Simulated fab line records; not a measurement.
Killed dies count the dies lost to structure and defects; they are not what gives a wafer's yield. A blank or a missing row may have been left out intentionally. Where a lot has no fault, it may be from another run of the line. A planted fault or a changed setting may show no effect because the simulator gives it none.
Comparing a struck lot with a sound one	flow n5Finfet	13 out of 1938 route steps
Sound: the wafers L225.2, L225.3, L225.4. Wafers L229.2, L229.5, L229.6 were the ones struck. At the end, the cause is stated.
For every step that has rows: the tool of each side, followed by ch and its chambers, followed by its first start. Under that, the readings that differ: sound wafers	struck wafers	difference of the means	sigmas: that difference in standard deviations of wafers without a fault.
alike: a reading whose means differ by less than 2 such deviations, as well as words and numbers matching on both sides. not compared: withheld readings; readings where some wafer has no value; bounds like >300 that might hide an equal value; numbers whose values overlap and for which the record gives no deviation.
Wherever a step has rows on one side only, a row that says differs or no value, or a row with sigmas, the two part there. Numbers that don't overlap but have no deviation are shown without sigmas and don't part them. Lack of a reading on every wafer of one side parts them only where that side has two or more wafers.

first, 1 step without rows for these wafers: N5_SD_EPI_P_SRD_25 (time 30 s).
N5_SD_EPI_P_INSPECT_26: inspects for defects (darkfield).
  sound on defectInspect-02 at day 5 05:37; struck on defectInspect-01 at day 6 05:12
  alike: rawDefectCount
N5_SD_ACTIVATION_RTA_00: time 0 s.
  sound on rtpAnneal-01 ch 0, day 5 05:44; struck on rtpAnneal-02 ch 0, day 6 05:16
  alike: lampPowerPct, wafer_temp_C_max
N5_SD_ACTIVATION_LSA_01: time 0.0008 s.
  sound on laserAnneal-01 ch 0, day 5 05:56; struck on laserAnneal-01 ch 0, day 6 05:28
  alike: wafer_temp_C_max
N5_SD_ACTIVATION_INSPECT_02: inspects for defects (darkfield).
  sound on defectInspect-01 at day 5 06:25; struck on defectInspect-01 at day 6 05:58
  alike: rawDefectCount
N5_ILD0_LINER_00: material SiNx, target thk 4 nm, pulse time 1 s, purge time 2 s.
  sound on aldSin-04 ch 0,1,3, day 5 06:28; struck on aldSin-04 ch 0,3, day 6 06:00
  alike: heaterPowerW, precursorPulseHeightRel
then, 2 steps without rows for these wafers: N5_ILD0_FCVD_FILL_01 (material SiO2 flowable, target thk 200 nm, time 328.3 s); N5_ILD0_CURE_02 (time 1800 s).
N5_ILD0_CMP_03: polishes, stops on SiNx, t overpolish 1.9 s, target thk 197.38 nm.
  sound on cmp-02 ch 0,1,2, day 5 08:52; struck on cmp-04 ch 0,3, day 6 08:22
  alike: headPressurePsi, motorCurrentA, overpolishRunS, slurryFilterDpKPa, timeToEndpointS
N5_ILD0_THK_MEAS_04:
  sound on filmMetro-02 at day 5 09:07; struck on filmMetro-01 at day 6 08:40
  alike: thkNm
N5_ILD0_CMP_07: polishes SiO2 flowable, stops on poly-Si, t overpolish 1.18 s, target thk 138.88 nm.
  sound on cmp-04 ch 1,2,3, day 5 09:09; struck on cmp-02 ch 0,3, day 6 08:41
reading	sound	struck	difference	sigmas
headPressurePsi (psi)	4.157 4.149 4.159	4.288 4.291 4.293	+0.136	+14
  alike: motorCurrentA, slurryFilterDpKPa
N5_ILD0_THK_MEAS_08:
  sound on filmMetro-01 at day 5 09:26; struck on filmMetro-01 at day 6 08:59
  alike: thkNm
N5_PASSIVATION_PROBE_49:
  sound wafers here have rows in the record (prober-01, day 14 12:54); struck ones have none

## WHERE THEY PART
At N5_ILD0_CMP_07 first; at N5_PASSIVATION_PROBE_49 last (within this record only).

WHY: the cause the simulator had injected
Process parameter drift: cmp-02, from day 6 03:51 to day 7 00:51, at N5_ILD0_CMP_07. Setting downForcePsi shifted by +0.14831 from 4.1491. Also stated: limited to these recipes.
